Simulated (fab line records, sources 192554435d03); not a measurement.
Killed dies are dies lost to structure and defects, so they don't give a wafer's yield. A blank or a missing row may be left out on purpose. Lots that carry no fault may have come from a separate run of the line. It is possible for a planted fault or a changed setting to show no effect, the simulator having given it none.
A lot that was struck, set against a sound lot + flow n5 finfet + 23 out of 1938 route steps
Sound: wafers L470.1, L470.2, L470.6. Struck: wafers L484.2, L484.5, L484.6. The cause is named last.
Per side, at each step with rows, come the tool, then ch with its chambers, and then its first start. Under that, the readings that differ: sound wafers + struck wafers + difference of the means + sigmas: that difference in standard deviations of wafers without a fault.
alike: a reading whose means differ by less than 2 such deviations, as well as words and numbers matching on both sides. not compared: withheld readings; readings where some wafer has no value; bounds like >300 that might hide an equal value; numbers whose values overlap and for which the record gives no deviation.
The two part at a step that has a row with sigmas, a row that says differs or no value, or rows on one side only. Numbers that don't overlap but have no deviation are shown without sigmas and don't part them. Lack of a reading on every wafer of one side parts them only where that side has two or more wafers.

first, 10 steps without rows for these wafers: N5_BEOL_M5_DESCUM_16 (chemistry O2, time 7 s); N5_BEOL_M5_ETCH_72 (etches underlayer in N2/H2, target depth 6.5 nm, time 5.2 s); N5_BEOL_M5_ETCH_61 (etches SiARC in CF4, target depth 15.6 nm, time 26 s); N5_BEOL_M5_ETCH_62 (etches SOC in N2/H2, target depth 75 nm, overetch 15 nm, time 112.5 s); N5_BEOL_M5_STRIP_63 (strips in N2/H2); N5_BEOL_M5_STRIP_73 (strips in N2/H2); N5_BEOL_M5_STRIP_64 (strips in CF4); N5_BEOL_M5_HM_OPEN_17 (chemistry Cl2/BCl3, target TiN, target depth 20 nm, overetch 6 nm); N5_BEOL_M5_STRIP_19 (strips in O2); N5_BEOL_M5_COAT_65 (time 60 s, resist thk 60 nm).
N5_BEOL_M5_COAT_66: time 60 s, resist thk 12 nm.
  sound on litho track-04 ch 0, day 7 21:49; struck on litho track-04 ch 0, day 12 00:29
| reading                                    | sound                | struck               | difference | sigmas      |
|--------------------------------------------|----------------------|----------------------|------------|-------------|
| spin speed rpm (rpm)                       | 1499.3 1502.7 1501.1 | 1625.7 1625.8 1624.3 | +124.2     | +99 or more |
| model.SiARC_of_BEOL_M5_COAT_66.thk nm (nm) | 12 12 12             | 11.4 11.6 11.4       | -0.5       |             |
  alike: resist line temp C
then, 9 steps without rows for these wafers: N5_BEOL_M5_COAT_74 (time 60 s, resist thk 5 nm); N5_BEOL_M5_COAT_22 (resist thk 30 nm); N5_BEOL_M5_EBR_24; N5_BEOL_M5_SOFTBAKE_23 (time 60 s); N5_BEOL_M5_EXPOSE_25 (exposes mask V4, defocus 10 nm); N5_BEOL_M5_PEB_26 (peb time 60 s); N5_BEOL_M5_DEVELOP_27 (develop time 30 s); N5_BEOL_M5_DESCUM_33 (chemistry O2, time 7 s); N5_BEOL_M5_ETCH_75 (etches underlayer in N2/H2, target depth 6.5 nm, time 5.2 s).
N5_BEOL_M5_ETCH_67: etches SiARC in CF4, target depth 15.6 nm, time 26 s.
  sound on rie diel-05 ch 0,2,3, day 7 22:31; struck on rie diel-05 ch 2,3, day 12 01:09
| reading                                      | sound          | struck          | difference | sigmas |
|----------------------------------------------|----------------|-----------------|------------|--------|
| etch rf on time s (s)                        | 26.8 26.6 26.2 | 25.2 25.2 24.7  | -1.5       | -3     |
| model.etch.depth nm (nm)                     | 11.99 12 11.99 | 11.49 11.5 11.5 | -0.50      |        |
| model.CAR-EUV_of_BEOL_M5_COAT_22.thk nm (nm) | 11 11 11.2     | 11.4 11.6 11.6  | +0.5       |        |
  alike: drypump motor current A, oes product au, rf vpp V, showerhead plenum p Torr, throttle valve pct
  not compared: rf hours counter h
N5_BEOL_M5_ETCH_68: etches SOC in N2/H2, target depth 80 nm, overetch 16 nm, time 120 s.
  sound on rie diel-05 ch 0,2,3, day 7 22:33; struck on rie diel-05 ch 2,3, day 12 01:11
| reading                                    | sound       | struck  | difference | sigmas |
|--------------------------------------------|-------------|---------|------------|--------|
| model.SiARC_of_BEOL_M5_COAT_66.thk nm (nm) | 6.6 6.4 6.4 | 6 6 5.8 | -1         |        |
  alike: drypump motor current A, h2 flow sccm, oes product au, rf vpp V, showerhead plenum p Torr, throttle valve pct
  not compared: rf hours counter h
then, 1 step without rows for these wafers: N5_BEOL_M5_STRIP_69 (strips in N2/H2).

WHERE THEY PART
Earliest at N5_BEOL_M5_COAT_66; latest, in this record, at N5_BEOL_M5_ETCH_67. Later steps at which nothing parts them and some readings are alike: N5_BEOL_M5_ETCH_68.

WHY: the cause the simulator had injected
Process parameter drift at N5_BEOL_M5_COAT_66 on litho track-04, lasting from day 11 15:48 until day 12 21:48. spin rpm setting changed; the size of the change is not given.
